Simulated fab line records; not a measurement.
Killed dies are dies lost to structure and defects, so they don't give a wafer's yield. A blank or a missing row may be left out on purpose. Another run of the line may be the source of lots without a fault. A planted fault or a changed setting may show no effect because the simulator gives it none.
The same fault as seen by 3 desks ; flow nand harc ; each desk has only its own numbers; what lay behind them comes last

## TOOL OWNER'S DESK, litho track-04
The tool's own readings at NHARC_P_CONTACT_DEVELOP_11 (develop time 35 s): means of the sampled wafers that have a number, for each lot that ran on this tool. The brackets show how far a lot's mean lies from the usual mean; more than 4 standard deviations puts the lot out of limits, marked OUT.
Columns: A = exhaust pa at NHARC_P_CONTACT_DEVELOP_11, usual 44.6 Pa
lot;first seen here;A
L992;day 6 06:00;45.0
L104;day 9 06:00;44.9
L108;day 10 13:00;45.2
L109;day 10 13:00;44.7
This desk's verdict: no lot among the 4 shows anything out of limits.

## THE DEFECT DESK
What the inspections along the route counted, lot by lot: means of the sampled wafers that have a number. The brackets show how far a lot's mean lies from the usual mean; more than 4 standard deviations puts the lot out of limits, marked OUT.
Columns: A = raw defect count at NHARC_P_CONTACT_INSPECT_14, usual 3.7
lot;first seen here;A
L992;day 6 07:03;7.3
L995;day 6 22:31;3.3
L104;day 9 06:43;4.3
L108;day 10 13:26;3.0
L109;day 10 13:51;3.0
L111;day 11 05:32;3.3
L112;day 11 06:43;5.0
This desk's verdict: no lot among the 7 shows anything out of limits.

## AT THE METROLOGY DESK
Means of the sampled wafers that have a number, per lot and without regard to the tool the lot ran on: this is what the gauges read. The brackets show how far a lot's mean lies from the usual mean; more than 4 standard deviations puts the lot out of limits, marked OUT.
Columns: A = cd nm at NHARC_P_CONTACT_CD_MEAS_12, usual 90.0 nm; B = overlay x nm at NHARC_P_CONTACT_OVL_MEAS_13, usual 0.0 nm; C = overlay y nm at NHARC_P_CONTACT_OVL_MEAS_13, usual 0.0 nm
lot;first seen here;A;B;C
L992;day 6 06:55;90.3;1.4;-0.4
L995;day 6 22:25;90.6;-0.7;0.5
L104;day 9 06:35;89.7;0.3;0.7
L108;day 10 13:19;90.3;-0.8;0.1
L109;day 10 13:44;90.7;-1.0;1.2
L111;day 11 05:25;90.2;-0.2;-0.2
L112;day 11 06:35;90.6;-0.1;-0.6
This desk's verdict: no lot among the 7 shows anything out of limits.

## ALL TOGETHER
Nothing out of limits was seen by the tool owner's desk.
No out-of-limits result turned up at the defect desk.
Metrology desk: nothing out of limits seen.

## WHAT WAS PUT IN BY THE SIMULATOR
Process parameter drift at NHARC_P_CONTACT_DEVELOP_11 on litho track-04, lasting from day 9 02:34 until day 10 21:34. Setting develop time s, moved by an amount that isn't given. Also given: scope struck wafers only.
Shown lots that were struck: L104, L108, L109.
